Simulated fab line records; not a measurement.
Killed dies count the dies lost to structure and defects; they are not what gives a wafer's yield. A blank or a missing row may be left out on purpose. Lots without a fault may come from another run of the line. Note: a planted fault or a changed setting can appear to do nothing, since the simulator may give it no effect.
fab line records	flow nand-harc
record: lots: 6	wafers: 18	last-day: 24
route steps=1159 shown A_CONTACT@873 END@1159
lots untouched by any fault: they come from a run of this same line in which no faults occurred
start-h: hours from the record's first day to the start of the lot's first wafer shown	wait-h: hours elapsed since this lot's preceding step	" unchanged from the row above	L1.1+2: several wafers, shown together as one row	- no value, or no start given	* or withheld: withheld	< > ~ a bound
route shown NAME@n: NAME is a module with steps in the file, n the number in the route of the first one	usual: mean/standard deviation of fault-free wafers	same: alike in all rows	chamber/n: place in a boat	sites: each site's reading	_std_site: their standard deviation	_edge_site: the outer-site mean with the inner-site mean subtracted	radius-mm: how far each site lies from the wafer's centre	mask NAME#n: copy n	behind: tool/chamber where the wafer was last shaped	hold: reason for holding the lot/hours on hold/outcome of the hold	device: which transistor (n, p or np) failed to switch	end of line: the tests these same wafers got at the end of their route	step lacking rows: just its recipe	killed: not the wafer's yield, but the dies lost to structure and defects at the first sort	map: a wafer's dies, marking killed ones x, the rest . and places with no die _
set.NAME: setting as actually run; set.NAME@STEP: the setting as run at that earlier step	model.NAME: the simulator's own value behind a step, which no gauge read
lots at selected steps of the route; one table per step, one row per wafer
services: the hour from which a tool's chamber was out of use, counted from the record's first day as start-h (under 0 if before that day), plus the number of hours and why
== steps ==
step: NHARC_A_CONTACT_ETCH_122
recipe: source-w: withheld	pressure-mtorr: 20	bias-v: 3000	time-s: 95	target-depth-a: 9300	ar-flow-sccm: withheld	c4f8-flow-sccm: withheld	o2-flow-sccm: withheld	chemistry: C4F8/O2/Ar
same: time-s: 95
lot.wafer	tool	chamber	start-h	wait-h	rf-hours-counter-h
L840.1	har-cap-etch-01	0	379.43	0.1	58
L840.4	"	0	"	"	-
L840.6	"	1	"	"	-
L836.3	har-cap-etch-01	1	384.88	0.1	-
L836.4	"	0	"	"	-
L836.6	"	1	"	"	-
L842.2	har-cap-etch-02	1	395.59	0.1	14
L842.3	"	0	"	"	-
L842.5	"	1	"	"	-
L843.2	har-cap-etch-01	1	406.26	0.1	68
L843.3	"	1	"	"	-
L843.4	"	0	"	"	-
L853.1	har-cap-etch-03	0	467.55	0.1	96
L853.5	"	0	"	"	-
L853.6	"	1	"	"	-
L857.1	har-cap-etch-01	1	506.91	0.1	83
L857.2	"	0	"	"	83
L857.6	"	1	"	"	-
step: NHARC_A_CONTACT_ETCH_123
recipe: source-w: withheld	pressure-mtorr: 20	bias-v: 400	time-s: 253	target-depth-a: 10900	ar-flow-sccm: withheld	c4f8-flow-sccm: 11.5	o2-flow-sccm: 7.2	chemistry: C4F8/O2/Ar
same: time-s: 253
lot.wafer	tool	chamber	start-h	wait-h	rf-hours-counter-h
L840.1	har-cap-etch-01	0	379.52	0.1	58
L840.4	"	0	"	"	-
L840.6	"	1	"	"	-
L836.3	har-cap-etch-01	1	385.05	0.2	-
L836.4	"	0	"	"	-
L836.6	"	1	"	"	-
L842.2	har-cap-etch-02	1	395.72	0.1	14
L842.3	"	0	"	"	-
L842.5	"	1	"	"	-
L843.2	har-cap-etch-01	1	406.35	0.1	68
L843.3	"	1	"	"	-
L843.4	"	0	"	"	-
L853.1	har-cap-etch-03	0	467.64	0.1	96
L853.5	"	0	"	"	-
L853.6	"	1	"	"	-
L857.1	har-cap-etch-01	1	507.00	0.1	83
L857.2	"	0	"	"	83
L857.6	"	1	"	"	-
step: NHARC_A_CONTACT_ETCH_90
recipe: target-depth-a: 400	over-etch-frac: 0.5	time-s: 85.7	ion-energy-ev: 120	ch3f-flow-sccm: 50	o2-flow-sccm: 30	ar-flow-sccm: 200	rf-w: 500	bias-w: 100	chemistry: CH3F/O2
usual: ch3f-flow-sccm: 49.98/0.15	drypump-motor-current-A: 5.9/0.4	oes-product-au: 0.97/0.038	rf-vpp-V: 244.2/1.7	showerhead-plenum-p-Torr: 2.45/0.091	throttle-valve-pct: 20.662/0.0092
same: time-s: 85.7
lot.wafer	tool	chamber	start-h	wait-h	ch3f-flow-sccm	drypump-motor-current-A	oes-product-au	rf-hours-counter-h	rf-vpp-V	showerhead-plenum-p-Torr	throttle-valve-pct
L840.1	rie-diel-08	1	380.14	0.6	49.90	6.5	0.93	16	247.3	2.58	20.667
L840.4	"	2	"	"	49.88	5.8	0.93	15	242.0	2.29	20.659
L840.6	"	0	"	"	49.93	5.8	0.93	-	243.4	2.43	20.660
L836.4	rie-diel-08	2	385.82	0.7	49.92	5.8	0.99	17	241.6	2.29	20.664
L836.3	"	3	"	"	49.82	5.6	1.01	16	244.6	2.45	20.662
L836.6	"	0	"	"	49.97	5.7	1.01	-	245.1	2.43	20.659
L842.2	rie-diel-10	2	396.29	0.5	50.19	5.2	0.99	14	246.1	2.50	20.665
L842.3	"	3	"	"	49.96	5.7	0.99	14	245.1	2.49	20.661
L842.5	"	2	"	"	50.14	5.2	0.99	-	245.4	2.50	20.654
L843.2	rie-diel-08	0	406.95	0.5	50.18	5.7	0.92	25	242.9	2.43	20.683
L843.3	"	2	"	"	49.93	5.8	0.93	25	241.3	2.29	20.683
L843.4	"	3	"	"	50.21	5.6	0.94	-	243.1	2.45	20.649
L853.1	rie-diel-08	1	468.31	0.6	49.97	6.5	1.02	31	247.3	2.57	20.666
L853.5	"	0	"	"	50.30	5.8	1.01	-	245.4	2.42	20.658
L853.6	"	1	"	"	49.95	6.5	1.01	-	245.4	2.57	20.652
L857.2	rie-diel-11	1	507.61	0.5	50.00	6.1	0.92	36	243.9	2.40	20.672
L857.1	"	2	"	"	49.90	6.1	0.92	36	243.5	2.44	20.656
L857.6	"	2	"	"	49.94	6.1	0.92	-	244.4	2.44	20.662
step: NHARC_A_CONTACT_ETCH_96
recipe: target-depth-a: 200	over-etch-frac: 0.5	time-s: 10	ion-energy-ev: 250	c4f6-flow-sccm: 25	o2-flow-sccm: 20	ar-flow-sccm: 500	rf-w: 600	bias-w: 500	chemistry: C4F6/O2
step: NHARC_A_CONTACT_CD_MEAS_53
usual: cd-nm: 189.3/0.86
lot.wafer	tool	chamber	start-h	wait-h	cd-nm
L840.1	cd-sem-01	-	380.33	-	188.1
L840.4	"	-	"	"	189.4
L840.6	"	-	"	"	190.0
L836.3	cd-sem-03	-	386.02	-	190.1
L836.4	"	-	"	"	189.2
L836.6	"	-	"	"	189.4
L842.2	cd-sem-01	-	396.50	-	189.9
L842.3	"	-	"	"	189.4
L842.5	"	-	"	"	189.6
L843.2	cd-sem-02	-	407.21	-	189.2
L843.3	"	-	"	"	188.6
L843.4	"	-	"	"	189.3
L853.1	cd-sem-01	-	468.51	-	188.1
L853.5	"	-	"	"	189.4
L853.6	"	-	"	"	188.1
L857.1	cd-sem-03	-	507.83	-	188.7
L857.2	"	-	"	"	189.2
L857.6	"	-	"	"	188.5
step: NHARC_A_CONTACT_STRIP_99
recipe: n2-flow-sccm: 150	h2-flow-sccm: 150	ar-flow-sccm: 0	bias-w: 0	chemistry: N2/H2
step: NHARC_A_CONTACT_STRIP_100
recipe: cf4-flow-sccm: 100	chf3-flow-sccm: 30	ar-flow-sccm: 0	bias-w: 0	chemistry: CF4/CHF3
step: NHARC_A_CONTACT_STRIP_101
recipe: o2-flow-sccm: 400	cos-flow-sccm: 20	ar-flow-sccm: 0	bias-w: 0	chemistry: O2/COS
step: NHARC_A_CONTACT_ETCH_102
recipe: target-depth-a: 700	overetch-a: 70	time-s: 38.5	ion-energy-ev: 100	cf4-flow-sccm: 80	o2-flow-sccm: 20	ar-flow-sccm: 0	rf-w: 300	bias-w: 100	chemistry: CF4/O2
step: NHARC_A_CONTACT_STRIP_55
recipe: o2-flow-sccm: 500	ar-flow-sccm: 0	bias-w: 0	chemistry: O2
usual: drypump-motor-current-A: 5.9/0.4	oes-product-au: 1.001/0.0098	rf-vpp-V: 57.8/0.87	showerhead-plenum-p-Torr: 3.50/0.14	throttle-valve-pct: 17.036/0.0096
lot.wafer	tool	chamber	start-h	wait-h	drypump-motor-current-A	oes-product-au	rf-hours-counter-h	rf-vpp-V	showerhead-plenum-p-Torr	throttle-valve-pct
L840.1	rie-diel-11	2	-	-	6.1	1.010	54	57.0	3.53	17.039
L840.4	"	3	"	"	6.5	0.993	55	58.1	3.58	17.044
L840.6	"	2	"	"	6.0	1.004	-	59.2	3.53	17.042
L836.4	rie-diel-08	2	-	-	5.8	1.011	18	57.3	3.29	17.039
L836.3	"	1	"	"	6.5	1.022	18	59.2	3.70	17.035
L836.6	"	3	"	"	5.6	1.013	-	57.2	3.51	17.036
L842.3	rie-diel-11	2	-	-	6.1	0.995	62	58.6	3.53	17.023
L842.2	"	3	"	"	6.6	0.993	64	56.6	3.58	17.033
L842.5	"	0	"	"	6.1	0.997	-	57.3	3.29	17.036
L843.3	rie-diel-08	2	-	-	5.8	1.000	25	56.3	3.29	17.051
L843.2	"	0	"	"	5.8	1.000	25	58.3	3.49	17.021
L843.4	"	2	"	"	5.8	0.998	-	57.9	3.29	17.042
L853.1	rie-diel-08	3	-	-	5.6	1.008	36	57.3	3.50	17.047
L853.5	"	0	"	"	5.7	1.010	-	58.3	3.48	17.044
L853.6	"	1	"	"	6.5	1.021	-	58.3	3.69	17.038
L857.1	rie-diel-11	2	-	-	6.1	1.004	36	58.4	3.51	17.030
L857.2	"	3	"	"	6.5	1.008	33	58.8	3.56	17.039
L857.6	"	3	"	"	6.5	0.996	-	58.3	3.56	17.040
step: NHARC_A_CONTACT_STRIP_56
recipe: time-s: 600	temp-c: 30	chemistry: post-etch-residue-remover
step: NHARC_A_CONTACT_DEP_57
recipe: target-thk-a: 28000	temp-c: 400	material: aC
step: NHARC_A_CONTACT_DEP_58
recipe: target-thk-a: 600	target-thk-nm: 60	temp-c: 400	pressure-torr: 3.5	flow-sccm: 200	rf-w: 350	material: SiON
usual: heater-power-w: 808/100	susceptor-temp-C: 399.99/0.23
lot.wafer	tool	chamber	start-h	wait-h	heater-power-w	susceptor-temp-C
L840.1	pecvd-03	0	385.39	1.5	686	400.24
L840.4	"	0	"	"	684	400.02
L840.6	"	1	"	"	787	399.99
L836.3	pecvd-04	1	389.58	1.0	779	400.38
L836.6	"	0	"	"	786	400.14
L836.4	"	1	"	"	790	400.12
L842.3	pecvd-03	0	401.23	1.0	701	400.23
L842.2	"	1	"	"	950	399.73
L842.5	"	0	"	"	738	400.24
L843.3	pecvd-03	0	410.66	0.9	721	399.97
L843.2	"	1	"	"	932	399.76
L843.4	"	2	"	"	846	399.80
L853.1	pecvd-04	1	471.43	1.5	926	400.03
L853.5	"	2	"	"	908	400.10
L853.6	"	0	"	"	837	399.84
L857.2	pecvd-01	2	510.58	1.2	726	399.84
L857.1	"	1	"	"	849	400.22
L857.6	"	2	"	"	735	400.09
step: NHARC_A_CONTACT_DEHYDRATE_59
recipe: temp-c: 150	time-s: 120
step: NHARC_A_CONTACT_HMDS_60
recipe: time-s: 30
step: NHARC_A_CONTACT_COAT_61
recipe: temp-c: 260	time-s: 75
step: NHARC_A_CONTACT_COAT_62
recipe: temp-c: 225	time-s: 65
step: NHARC_A_CONTACT_COAT_63
recipe: spin-rpm: 1500	resist-thk-nm: 90
step: NHARC_A_CONTACT_SOFTBAKE_64
recipe: temp-c: 105	time-s: 55
step: NHARC_A_CONTACT_EBR_65
step: NHARC_A_CONTACT_EXPOSE_66
recipe: na: 1.35	sigma-outer: 0.8	dose-mj: 59.02	mask-id: A_CC_2
step: NHARC_A_CONTACT_PEB_67
recipe: peb-temp-c: 100	peb-time-s: 65
step: NHARC_A_CONTACT_DEVELOP_68
recipe: develop-time-s: 35	dev-temp-c: 23
step: NHARC_A_CONTACT_CD_MEAS_69
recipe: target-cd-nm: 200	landing-energy-ev: 500
usual: cd-nm: 200.1/0.54
lot.wafer	tool	chamber	start-h	wait-h	cd-nm
L840.1	cd-sem-01	0	386.12	-	200.4
L840.4	"	0	"	"	200.2
L840.6	"	0	"	"	199.5
L836.3	cd-sem-01	0	390.25	-	200.1
L836.4	"	0	"	"	199.6
L836.6	"	0	"	"	200.8
L842.2	cd-sem-01	0	401.93	-	200.0
L842.3	"	0	"	"	200.3
L842.5	"	0	"	"	199.3
L843.2	cd-sem-01	0	411.26	-	200.6
L843.3	"	0	"	"	200.2
L843.4	"	0	"	"	200.2
L853.1	cd-sem-02	0	471.97	-	200.0
L853.5	"	0	"	"	199.8
L853.6	"	0	"	"	199.7
L857.1	cd-sem-03	0	511.30	-	199.2
L857.2	"	0	"	"	199.3
L857.6	"	0	"	"	198.8
step: NHARC_A_CONTACT_OVL_MEAS_70
usual: overlay-x-nm: 0.2/1	overlay-y-nm: -0.2/0.93
lot.wafer	tool	chamber	start-h	wait-h	overlay-x-nm	overlay-y-nm
L840.1	overlay-02	-	386.21	-	-1.0	-0.3
L840.4	"	-	"	"	-0.7	-0.5
L840.6	"	-	"	"	-0.7	-0.5
L836.3	overlay-02	-	390.33	-	-0.5	0.9
L836.4	"	-	"	"	-0.5	0.7
L836.6	"	-	"	"	-0.8	0.7
L842.2	overlay-02	-	402.02	-	-0.2	2.0
L842.3	"	-	"	"	0.0	1.7
L842.5	"	-	"	"	0.2	1.3
L843.2	overlay-02	-	411.36	-	-0.4	-1.2
L843.3	"	-	"	"	-0.1	-1.1
L843.4	"	-	"	"	0.1	-1.3
L853.1	overlay-02	-	472.06	-	-0.1	0.4
L853.5	"	-	"	"	-0.1	0.4
L853.6	"	-	"	"	-0.4	-0.2
L857.1	overlay-02	-	511.39	-	0.4	0.1
L857.2	"	-	"	"	-0.2	0.3
L857.6	"	-	"	"	1.0	-0.1
step: NHARC_A_CONTACT_INSPECT_71
usual: raw-defect-count: 31/14
lot.wafer	tool	chamber	start-h	wait-h	raw-defect-count
L840.1	defect-inspect-02	-	386.24	0.0	30
L840.4	"	-	"	"	32
L840.6	"	-	"	"	30
L836.3	defect-inspect-02	-	390.37	0.0	8
L836.4	"	-	"	"	12
L836.6	"	-	"	"	7
L842.2	defect-inspect-02	-	402.05	0.0	952
L842.3	"	-	"	"	904
L842.5	"	-	"	"	909
L843.2	defect-inspect-02	-	411.40	0.0	910
L843.3	"	-	"	"	931
L843.4	"	-	"	"	941
L853.1	defect-inspect-02	-	472.09	0.0	42
L853.5	"	-	"	"	29
L853.6	"	-	"	"	36
L857.1	defect-inspect-02	-	511.42	0.0	41
L857.2	"	-	"	"	40
L857.6	"	-	"	"	36
step: NHARC_A_CONTACT_DESCUM_74
recipe: time-s: 3	o2-flow-sccm: 200	ar-flow-sccm: 0	bias-power-w: 0	chemistry: O2
usual: drypump-motor-current-A: 5.8/0.38	oes-product-au: 1.001/0.0096	rf-vpp-V: 57.6/0.92	showerhead-plenum-p-Torr: 1.89/0.082	throttle-valve-pct: 11.312/0.0094
same: time-s: 3
lot.wafer	tool	chamber	start-h	wait-h	drypump-motor-current-A	oes-product-au	rf-hours-counter-h	rf-vpp-V	showerhead-plenum-p-Torr	throttle-valve-pct
L840.1	rie-diel-08	1	386.40	0.2	6.5	0.998	17	58.3	2.01	11.307
L840.4	"	3	"	"	5.6	1.015	17	57.8	1.90	11.313
L840.6	"	1	"	"	6.5	0.994	-	58.6	2.01	11.309
L836.3	rie-diel-08	2	390.45	0.1	5.8	1.006	20	57.9	1.78	11.298
L836.4	"	0	"	"	5.7	1.003	-	57.1	1.89	11.312
L836.6	"	2	"	"	5.8	1.009	-	56.1	1.78	11.318
L842.2	rie-diel-08	0	402.12	0.1	5.8	0.992	23	58.4	1.89	11.298
L842.3	"	2	"	"	5.8	1.001	23	57.4	1.77	11.311
L842.5	"	0	"	"	5.8	1.005	-	58.0	1.89	11.297
L843.3	rie-diel-08	2	411.47	0.1	5.8	0.994	26	56.9	1.77	11.308
L843.2	"	3	"	"	5.5	1.006	25	56.3	1.90	11.317
L843.4	"	2	"	"	5.8	0.985	-	58.1	1.77	11.308
L853.1	rie-diel-10	1	472.15	0.1	5.2	0.994	38	57.5	1.79	11.303
L853.6	"	1	"	"	5.2	0.995	-	58.0	1.79	11.315
L853.5	"	2	"	"	5.2	0.986	-	57.6	1.94	11.317
L857.1	rie-diel-11	0	511.48	0.1	6.1	0.996	37	57.8	2.06	11.294
L857.2	"	2	"	"	6.0	0.996	37	58.6	1.90	11.298
L857.6	"	0	"	"	6.1	1.001	-	58.7	2.06	11.287
step: NHARC_END_SORT_01
recipe: temp-c: 25
usual: killed-at-array: 29/11	killed-at-other: 0.6/0.75	killed-at-periphery: 3.1/2.1	killed-dies: 32/11	killed-open: 3.0/1.8	killed-short: 1.8/1.3
same: gross-dies: 677
lot.wafer	tool	chamber	start-h	wait-h	killed-at-array	killed-at-other	killed-at-periphery	killed-dies	killed-open	killed-short
L840.1	prober-01	0	451.14	2.5	24	1	1	26	3	1
L840.4	prober-01	0	453.53	3.4	29	0	3	32	3	3
L840.6	prober-01	0	455.13	4.0	28	1	2	31	2	2
L836.3	prober-01	0	468.43	3.1	10	0	3	13	2	3
L836.4	prober-01	0	469.23	3.4	15	0	1	16	2	2
L836.6	prober-01	0	470.82	4.0	12	2	2	16	1	6
L842.2	prober-02	0	475.39	2.9	128	0	6	134	1	3
L842.3	prober-02	0	476.19	3.1	115	0	5	120	3	0
L842.5	prober-02	0	477.80	3.7	120	0	5	125	0	2
L843.2	prober-01	0	475.45	2.8	125	1	3	129	4	2
L843.3	prober-01	0	476.26	3.1	122	0	2	124	2	0
L843.4	prober-01	0	477.07	3.4	69	0	5	74	2	2
L853.1	prober-02	0	542.60	2.5	27	0	1	28	2	1
L853.5	prober-02	0	545.78	3.7	30	0	1	31	1	5
L853.6	prober-02	0	546.58	4.0	30	0	4	34	6	3
L857.1	prober-01	0	573.39	2.5	29	1	4	34	1	0
L857.2	prober-01	0	574.20	2.8	33	0	4	37	5	4
L857.6	prober-01	0	577.43	4.0	28	0	4	32	1	0
killed by level:class
L840.1 A_CHANNEL_HOLE_D1:chamber-film-flake=11 A_SLIT:chamber-film-flake=7 A_CONTACT:chamber-film-flake=2 P_CONTACT:geometric-particle:open=1 A_ONON_D1:geometric-particle:short=1 A_CHANNEL_FILL_D1:geometric-particle:open=1 A_CONTACT:geometric-particle:open=1 A_WL_FILL:chamber-film-flake=1
L840.4 A_CHANNEL_HOLE_D1:chamber-film-flake=11 A_SLIT:chamber-film-flake=9 A_CONTACT:chamber-film-flake=3 P_STI:chamber-film-flake=2 P_CONTACT:geometric-particle:open=1 A_STAIRCASE:geometric-particle:open=1 A_WL_FILL:geometric-particle:short=1 A_M0:geometric-particle:short=1
L840.6 A_CHANNEL_HOLE_D1:chamber-film-flake=11 A_SLIT:chamber-film-flake=8 A_CONTACT:chamber-film-flake=3 P_GATE:geometric-particle:short=1 A_CHANNEL_FILL_D1:geometric-particle:short=1 A_CONTACT:geometric-particle:open=1 A_M1:geometric-particle:open=1 P_CONTACT:chamber-film-flake=1
L836.3 A_CONTACT:chamber-film-flake=3 A_CONTACT:geometric-particle:short=2 P_GATE:geometric-particle:open=1 P_CONTACT:geometric-particle:short=1 A_CONTACT:geometric-particle:open=1 P_M2:chamber-film-flake=1 A_ZERO_WELL:chamber-film-flake=1 A_CHANNEL_HOLE_D1:chamber-film-flake=1
L836.4 A_CHANNEL_HOLE_D1:chamber-film-flake=4 A_CONTACT:chamber-film-flake=3 A_BLC:geometric-particle:open=2 A_ZERO_WELL:chamber-film-flake=2 A_SGD_CUT:geometric-particle:short=1 A_WL_FILL:geometric-particle:short=1 P_M2:chamber-film-flake=1 A_CHANNEL_FILL_D1:chamber-film-flake=1
L836.6 A_CONTACT:chamber-film-flake=3 A_M0:geometric-particle:short=2 P_CONTACT:geometric-particle:short=1 A_SGD_CUT:geometric-particle:short=1 A_WL_FILL:geometric-particle:short=1 A_CONTACT:geometric-particle:open=1 P_M2:chamber-film-flake=1 STARTING-WAFER:geometric-particle:short=1
L842.2 A_CONTACT:unspecified=95 A_CHANNEL_HOLE_D1:chamber-film-flake=17 A_SLIT:chamber-film-flake=6 P_GATE:chamber-film-flake=3 A_CONTACT:chamber-film-flake=3 A_ZERO_WELL:chamber-film-flake=2 P_CONTACT:geometric-particle:short=1 P_M0:geometric-particle:open=1
L843.2 A_CONTACT:unspecified=88 A_CHANNEL_HOLE_D1:chamber-film-flake=14 A_SLIT:chamber-film-flake=13 A_CONTACT:chamber-film-flake=3 P_STI:chamber-film-flake=2 A_STAIRCASE:chamber-film-flake=2 P_M0:geometric-particle:short=1 A_WL_FILL:geometric-particle:open=1
L842.3 A_CONTACT:unspecified=91 A_CHANNEL_HOLE_D1:chamber-film-flake=12 A_CONTACT:chamber-film-flake=5 A_SLIT:chamber-film-flake=3 P_GATE:chamber-film-flake=2 P_M0:chamber-film-flake=2 P_M1:geometric-particle:open=1 A_SGD_CUT:geometric-particle:open=1
L843.3 A_CONTACT:unspecified=93 A_CHANNEL_HOLE_D1:chamber-film-flake=13 A_CHANNEL_FILL_D1:chamber-film-flake=4 A_SLIT:chamber-film-flake=4 A_STAIRCASE:chamber-film-flake=3 P_M0:chamber-film-flake=2 A_CONTACT:chamber-film-flake=2 A_CONTACT:geometric-particle:open=1
L843.4 A_CONTACT:unspecified=49 A_SLIT:chamber-film-flake=9 P_STI:chamber-film-flake=4 A_CHANNEL_HOLE_D1:chamber-film-flake=3 A_CONTACT:chamber-film-flake=2 P_CONTACT:geometric-particle:open=1 A_CHANNEL_HOLE_D1:geometric-particle:short=1 A_CHANNEL_HOLE_D1:geometric-particle:open=1
L842.5 A_CONTACT:unspecified=91 A_CHANNEL_HOLE_D1:chamber-film-flake=15 A_CONTACT:chamber-film-flake=4 A_SLIT:chamber-film-flake=3 P_GATE:chamber-film-flake=2 P_M0:chamber-film-flake=2 A_CHANNEL_FILL_D1:chamber-film-flake=2 A_WL_FILL:chamber-film-flake=2
L853.1 A_CHANNEL_HOLE_D1:chamber-film-flake=15 A_STAIRCASE:chamber-film-flake=6 A_CONTACT:chamber-film-flake=2 A_SOURCE_PLATE:geometric-particle:short=1 A_WL_FILL:geometric-particle:open=1 A_CONTACT:geometric-particle:open=1 P_GATE:chamber-film-flake=1 A_WL_FILL:chamber-film-flake=1
L853.5 A_CHANNEL_HOLE_D1:chamber-film-flake=12 A_STAIRCASE:chamber-film-flake=6 A_CONTACT:chamber-film-flake=3 A_CHANNEL_HOLE_D1:geometric-particle:short=2 A_M0:chamber-film-flake=2 P_GATE:geometric-particle:short=1 A_SOURCE_PLATE:geometric-particle:short=1 A_WL_FILL:geometric-particle:short=1
L853.6 A_CHANNEL_HOLE_D1:chamber-film-flake=17 A_STAIRCASE:chamber-film-flake=4 P_GATE:geometric-particle:short=1 P_CONTACT:geometric-particle:open=1 P_M0:geometric-particle:open=1 A_SOURCE_PLATE:geometric-particle:open=1 A_SOURCE_PLATE:geometric-particle:short=1 A_CHANNEL_FILL_D1:geometric-particle:open=1
L857.1 A_CHANNEL_HOLE_D1:chamber-film-flake=22 A_CONTACT:chamber-film-flake=4 P_STI:chamber-film-flake=2 A_STAIRCASE:chamber-film-flake=2 P_M0:geometric-particle:open=1 P_M2:chamber-film-flake=1 A_ZERO_WELL:chamber-film-flake=1 THIN_TSV:chamber-film-flake=1
L857.2 A_CHANNEL_HOLE_D1:chamber-film-flake=17 A_CONTACT:chamber-film-flake=5 A_STAIRCASE:chamber-film-flake=4 A_WL_FILL:geometric-particle:open=3 A_CONTACT:geometric-particle:open=2 P_STI:chamber-film-flake=2 P_GATE:geometric-particle:short=1 P_M1:geometric-particle:short=1
L857.6 A_CHANNEL_HOLE_D1:chamber-film-flake=20 P_STI:chamber-film-flake=4 A_STAIRCASE:chamber-film-flake=4 A_CONTACT:chamber-film-flake=2 A_BLC:geometric-particle:open=1 A_SLIT:chamber-film-flake=1
map L842.2 (x killed, . not)
____________.____________
_________...x..._________
_______..........._______
______.............______
_____..............._____
____.................____
____........x........____
___...................___
___.......xxxxx.......___
__...x...xxxxxx........__
__x.....xxxxxxx.xx.....__
_xxx..x.xxxxxxxxx......._
_..xx...xxxxxxxx........_
_x.xx...xxxxxxxxx......._
_xxxxx..xxxxxxxxxx......_
_.......xxxxxxxxx......._
.....x..xxxxxxxx........x
.x......xxxxxxxx.........
x...x.....xxxxx..........
..........xxx.x..........
.....xx....xxxx..........
_.....xx......x........._
_....x.x................_
_....x.................._
_...x..................._
_......................._
__......x..............__
__.....................__
___.......x...........___
___.x..x..............___
____........x........____
____.........x.......____
_____..............._____
______........x....______
_______x.........._______
_________......._________
____________.____________
map L843.2 (x killed, . not)
____________.____________
_________...x..._________
_______.x........._______
______.............______
_____........x......_____
____.................____
____.........xx......____
___......x............___
___.......xxx.........___
__.......xxxxx.........__
__.......xxxxxx........__
_.......xxxxxxxxx.x....._
_..x....xxxxxxxx.x......_
_.......xxxxxxxxx......._
_.......xxxxxxxxxx......_
_.......xxxxxxxx........_
........xxxxxxxxx........
.......x.xxxxxxx.........
........xxxxxxx........x.
......xx.xxxxxx..........
....xxx..x.xx..x.........
_....x.x................_
_..............x........_
_.....x................._
_...x..x................_
_......................._
__.....................__
__.....................__
___.........x.........___
___...................___
____.................____
____............x....____
_____.........x..x.._____
______.......xx.xx.______
_______....x.x.xx._______
_________..x.xxx_________
____________.____________
== services ==
tool	chamber	start-h	hours	kind
rie-diel-08	0	359.89	-	clean
rie-diel-08	1	359.89	-	clean
rie-diel-08	2	359.89	-	clean
rie-diel-08	3	359.89	-	clean
pecvd-04	0	371.29	4.1	repair
pecvd-04	-	376.00	13.0	pm
rie-diel-08	0	384.39	-	clean
rie-diel-08	1	384.39	-	clean
rie-diel-08	2	384.39	-	clean
rie-diel-08	3	384.39	-	clean
rie-diel-11	-	398.65	9.0	pm
rie-diel-08	0	408.89	-	clean
rie-diel-08	1	408.89	-	clean
rie-diel-08	2	408.89	-	clean
rie-diel-08	3	408.89	-	clean
pecvd-01	-	417.58	1.8	repair
rie-diel-11	3	429.84	5.1	repair
rie-diel-08	0	433.40	-	clean
rie-diel-08	1	433.40	-	clean
har-cap-etch-02	-	456.92	4.9	repair
pecvd-03	-	466.24	0.9	repair
rie-diel-10	3	468.39	1.6	repair
pecvd-03	-	473.43	13.0	pm
rie-diel-08	-	478.82	9.0	pm
== key ==
first-sign: step: NHARC_A_CONTACT_INSPECT_71	reading: raw-defect-count	direction: up	sigmas: 65	usual: 31	struck: 924
effect: step: NHARC_END_SORT_01	reading: killed-at-array	direction: up	sigmas: 7.8	usual: 29	struck: 113
more-kills-born-at: NHARC_A_CONTACT_DEP_58@pecvd-03: 507
met-at NHARC_A_CONTACT_DEP_58
struck-wafers L842.2,L842.3,L842.5,L843.2,L843.3,L843.4
tester-left-out L842,L843
onset-between 385.39 401.23
fault: kind: chamber-particle-source	tool: pecvd-03	chamber: -	onset-h: 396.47	steps: NHARC_A_CONTACT_DEP_58	rate-per-visit-cm2: 1.3893	end-h: 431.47
tester-left-out: of these lots the tester's yield and bins aren't shown, on N5 and GAA mostly nor the transistor test; their killed dies are dies lost to structure and defects alone, not to doping, threshold or leakage, so they don't give the yield
